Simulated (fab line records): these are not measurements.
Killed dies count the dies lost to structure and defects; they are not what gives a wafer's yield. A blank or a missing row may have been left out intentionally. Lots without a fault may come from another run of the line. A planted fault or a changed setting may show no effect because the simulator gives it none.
A struck lot beside a sound one :: flow n5 finfet :: 41 out of 1938 route steps
Sound: the wafers L980.3, L980.5, L980.6. Struck: wafer L998.2. (L998.1 of the same lot was not struck and is left out.) The cause comes at the end.
For every step that has rows: the tool of each side, followed by ch and its chambers, followed by its first start. Under that, the readings that differ: sound wafers :: struck wafers :: difference of the means :: sigmas: that difference in standard deviations of wafers without a fault.
alike: a reading whose means differ by less than 2 such deviations, as well as words and numbers matching on both sides. not compared: withheld readings; readings where some wafer has no value; bounds like >300 that might hide an equal value; numbers whose values overlap and for which the record gives no deviation.
A row with sigmas, a row that says differs or no value, or rows on one side alone: a step with any of these is where the two part. Non-overlapping numbers with no deviation appear without sigmas and do not part them. A reading missing from all wafers of one side parts the sides only when that side holds two or more wafers.

first, 8 steps without rows for these wafers: N5_BEOL_M2_ANNEAL_51 (time 90 s); N5_BEOL_M2_CMP_52 (polishes, stops on SiOC, t overpolish 6.8 s, target thk 40 nm); N5_BEOL_M2_PRE_CLEAN_60 (time 15 s); N5_BEOL_M2_CO_CAP_55 (material Co, precursor CCTBA/H2, target thk 2 nm, time 102.1 s); N5_BEOL_M2_PRE_CLEAN_56 (time 15 s); N5_BEOL_M2_DEP_57 (deposits SiCN from 3MS/NH3, target thk 8 nm, time 14 s); N5_BEOL_M3_ILD_DEP_00 (deposits SiOC from DEMS/O2, target thk 79 nm, time 15.3 s); N5_BEOL_M3_PECVD_72 (deposits SiO2 from TEOS/O2, target thk 16 nm, time 18 s).
N5_BEOL_M3_HM_DEP_02: deposits TiN, target thk 20 nm.
  sound on pvd sputter-02, day 7 09:35; struck on pvd sputter-02, day 12 09:10
reading: model.TiN_of_BEOL_M3_HM_DEP_02.thk nm (nm)
sound: 19.8 20.4 20.2
struck: 32.4
difference: +12.3
sigmas: 
  alike: throttle valve pct
then, 16 steps without rows for these wafers: N5_BEOL_M3_COAT_61 (time 60 s, resist thk 60 nm); N5_BEOL_M3_COAT_62 (time 60 s, resist thk 12 nm); N5_BEOL_M3_COAT_73 (time 60 s, resist thk 5 nm); N5_BEOL_M3_COAT_05 (resist thk 30 nm); N5_BEOL_M3_EBR_07; N5_BEOL_M3_SOFTBAKE_06 (time 60 s); N5_BEOL_M3_EXPOSE_08 (exposes mask M3); N5_BEOL_M3_PEB_09 (peb time 60 s); N5_BEOL_M3_DEVELOP_10 (develop time 30 s); N5_BEOL_M3_DESCUM_16 (chemistry O2, time 7 s); N5_BEOL_M3_ETCH_74 (etches underlayer in N2/H2, target depth 6.5 nm, time 5.2 s); N5_BEOL_M3_ETCH_63 (etches SiARC in CF4, target depth 15.6 nm, time 26 s); N5_BEOL_M3_ETCH_64 (etches SOC in N2/H2, target depth 75 nm, overetch 15 nm, time 112.5 s); N5_BEOL_M3_STRIP_65 (strips in N2/H2); N5_BEOL_M3_STRIP_75 (strips in N2/H2); N5_BEOL_M3_STRIP_66 (strips in CF4).
N5_BEOL_M3_HM_OPEN_17: chemistry Cl2/BCl3, target TiN, target depth 20 nm, overetch 6 nm.
  sound on rie metal-03 ch 0,1, day 7 10:37; struck on rie metal-03 ch 1, day 12 09:56
reading: rf fwd power W (W)
sound: 987 992 995
struck: 985
difference: -6
sigmas: -2

reading: rf hours counter h (h)
sound: - - -
struck: 44
difference: no value on the sound wafers
sigmas: 

reading: model.etch.depth nm (nm)
sound: 19.79 20.49 20.12
struck: 26.38
difference: +6.25
sigmas: 
  alike: drypump motor current A, oes product au, throttle valve pct
then, 8 steps without rows for these wafers: N5_BEOL_M3_STRIP_19 (strips in O2); N5_BEOL_M3_COAT_67 (time 60 s, resist thk 60 nm); N5_BEOL_M3_COAT_68 (time 60 s, resist thk 12 nm); N5_BEOL_M3_COAT_76 (time 60 s, resist thk 5 nm); N5_BEOL_M3_COAT_22 (resist thk 30 nm); N5_BEOL_M3_EBR_24; N5_BEOL_M3_SOFTBAKE_23 (time 60 s); N5_BEOL_M3_EXPOSE_25 (exposes mask V2, defocus 5 nm).
N5_BEOL_M3_ETCHBACK_99: etches SiO2 in CHF3, target depth 5 nm, time 10.4 s.
  sound on rie diel-04 ch 2,3, day 7 16:19; struck on rie diel-05 ch 3, day 12 13:31
reading: oes product au (a.u.)
sound: 0.77 0.89 0.76
struck: 0.28
difference: -0.53
sigmas: -6
  alike: drypump motor current A, rf fwd power W, rf vpp V, showerhead plenum p Torr, throttle valve pct
  not compared: rf hours counter h
N5_BEOL_M3_TRENCH_ETCH_37: etches SiOC in C4F6/O2, target depth 55.555 nm, time 29.2 s.
  sound: rie diel-04 ch 2,3; struck: rie diel-05 ch 3
reading: model.TiN_of_BEOL_M3_HM_DEP_02.thk nm (nm)
sound: 17.4 18.2 17.8
struck: 30.2
difference: +12.4
sigmas: 
  alike: drypump motor current A, oes product au, rf fwd power W, rf vpp V, showerhead plenum p Torr, throttle valve pct
  not compared: rf hours counter h
N5_BEOL_M3_ETCH_41: etches SiCN in CH3F/O2, target depth 29.9 nm, time 52.5 s.
  sound: rie diel-04 ch 2,3; struck: rie diel-05 ch 3
reading: oes product au (a.u.)
sound: 0.88 0.88 0.77
struck: 0.27
difference: -0.57
sigmas: -7

reading: rf fwd power W (W)
sound: 393.0 393.1 391.6
struck: 388.9
difference: -3.7
sigmas: -3
  alike: CH3F_flow_sccm, drypump motor current A, rf vpp V, showerhead plenum p Torr, throttle valve pct
  not compared: rf hours counter h
N5_BEOL_M3_OCD_MEAS_38:
  sound on ocd-02, day 7 16:42; struck on ocd-02, day 12 13:55
  not compared: trench depth nm
N5_BEOL_M3_CD_MEAS_35: target cd 18 nm, target cd y 21 nm.
  sound on cd sem-01, day 7 16:52; struck on cd sem-02, day 12 14:04
  not compared: cd nm
N5_BEOL_M4_RC_MEAS_101:
  the record has rows for the sound wafers here (prober-01 ch 0, day 8 15:12) and none for the struck ones
-- here the record skips 5 days between the struck wafers' starts before and after, leaving off in module BEOL_M4 and picking up in module PASSIVATION (first step shown: number 1936 of the route) --
N5_PASSIVATION_PROBE_49:
  sound on prober-02, day 12 14:40; struck on prober-01, day 17 14:19
reading: defect limited yield (%)
sound: 92.4 90.3 87.2
struck: 0
difference: -90
sigmas: -64

reading: killed_at_M0_to_M3
sound: 38 59 54
struck: 1106
difference: +1056
sigmas: +99 or more

reading: killed dies
sound: 90 115 151
struck: 1180
difference: +1061
sigmas: +62

reading: killed on rim
sound: 12 18 18
struck: 152
difference: +136
sigmas: +33

reading: sort_bin_5_function (%)
sound: 5.0 5.3 6.2
struck: 97.0
difference: +91.5
sigmas: +99 or more

reading: sort_bin_6_memory (%)
sound: 2.4 4.1 5.7
struck: 2.7
difference: -1.4
sigmas: -2

reading: sort n pass
sound: 1090 1065 1029
struck: 0
difference: -1061
sigmas: -62

reading: sort yield pct (%)
sound: 92.4 90.3 87.2
struck: 0
difference: -90
sigmas: -64
  alike: killed_at_M4_up, killed at contacts, killed at front end, killed at other, killed open, killed short

## WHERE THEY PART
Last at N5_PASSIVATION_PROBE_49 as far as this record goes, first at N5_BEOL_M3_HM_OPEN_17.

WHY: what the simulator had put in
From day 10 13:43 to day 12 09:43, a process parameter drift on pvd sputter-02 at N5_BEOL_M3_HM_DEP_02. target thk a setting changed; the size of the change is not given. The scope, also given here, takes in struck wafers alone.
